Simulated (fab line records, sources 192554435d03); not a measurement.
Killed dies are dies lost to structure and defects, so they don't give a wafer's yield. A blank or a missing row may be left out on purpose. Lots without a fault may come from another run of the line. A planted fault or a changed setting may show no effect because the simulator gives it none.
Chamber matching | flow n5_finfet | N5_BEOL_M5_STRIP_19 on rie_diel-06: 4 sister chambers
The step strips in O2. 16 wafers are shown with their chamber, then 8 later ones without.

WAFERS WITH THEIR CHAMBER
wafer  | chamber | drypump_motor_current_A (A) | showerhead_plenum_p_Torr (Torr) | oes_product_au (a.u.)
L076.2 | 3       | 4.9                         | 1.98                            | 0.70
L076.3 | 1       | 6.0                         | 2.18                            | 0.70
L076.5 | 3       | 4.9                         | 1.98                            | 0.70
L078.1 | 3       | 4.9                         | 1.98                            | 0.70
L078.2 | 2       | 5.0                         | 2.16                            | 0.86
L078.3 | 1       | 6.0                         | 2.18                            | 0.70
L078.4 | 0       | 5.3                         | 2.21                            | 0.75
L078.5 | 2       | 5.0                         | 2.16                            | 0.86
L078.6 | 3       | 4.9                         | 1.98                            | 0.69
L080.2 | 0       | 5.3                         | 2.21                            | 0.74
L080.3 | 2       | 5.0                         | 2.16                            | 0.87
L080.6 | 3       | 4.9                         | 1.98                            | 0.70
L084.2 | 0       | 5.3                         | 2.20                            | 0.74
L084.3 | 2       | 5.0                         | 2.15                            | 0.85
L084.6 | 2       | 5.0                         | 2.15                            | 0.85
L087.3 | 1       | 5.9                         | 2.17                            | 0.70

SIGNATURES (means of the wafers above)
reading                  | chamber 0 | chamber 1 | chamber 2 | chamber 3 | scatter within a chamber
drypump_motor_current_A  | 5.300     | 5.967     | 5.000     | 4.900     | 0.0236
showerhead_plenum_p_Torr | 2.2067    | 2.1767    | 2.1560    | 1.9800    | 0.00459
oes_product_au           | 0.7433    | 0.7000    | 0.8580    | 0.6980    | 0.00596
Rule: a wafer's distance from a chamber is the root of the sum, over the readings, of the square of ((its reading less the chamber's mean) divided by the reading's scatter). The wafer belongs to the nearest chamber; if the next one is less than 2 further off, it can't be placed. The scatter: the root of (the sum of the squares of (reading less its chamber's mean) over the shown wafers, divided by (wafers less chambers)).

WAFERS WITHOUT THEIR CHAMBER
wafer  | drypump_motor_current_A (A) | showerhead_plenum_p_Torr (Torr) | oes_product_au (a.u.)
L087.5 | 5.9                         | 2.17                            | 0.69
L087.6 | 5.0                         | 2.15                            | 0.85
L089.3 | 5.9                         | 2.17                            | 0.68
L089.4 | 5.3                         | 2.20                            | 0.72
L089.6 | 5.3                         | 2.20                            | 0.73
L095.4 | 5.1                         | 2.14                            | 0.83
L095.5 | 6.0                         | 2.17                            | 0.68
L095.6 | 5.3                         | 2.20                            | 0.73

WHICH CHAMBER EACH WENT THROUGH
wafer  | from the rows above | in truth
L087.5 | 1                   | 1
L087.6 | 2                   | 2
L089.3 | 1                   | 1
L089.4 | 0                   | 0
L089.6 | 0                   | 0
L095.4 | 2                   | 2
L095.5 | 1                   | 1
L095.6 | 0                   | 0
Placed correctly: 8 of 8. Can't be placed from these rows: 0. Placed wrongly: 0.
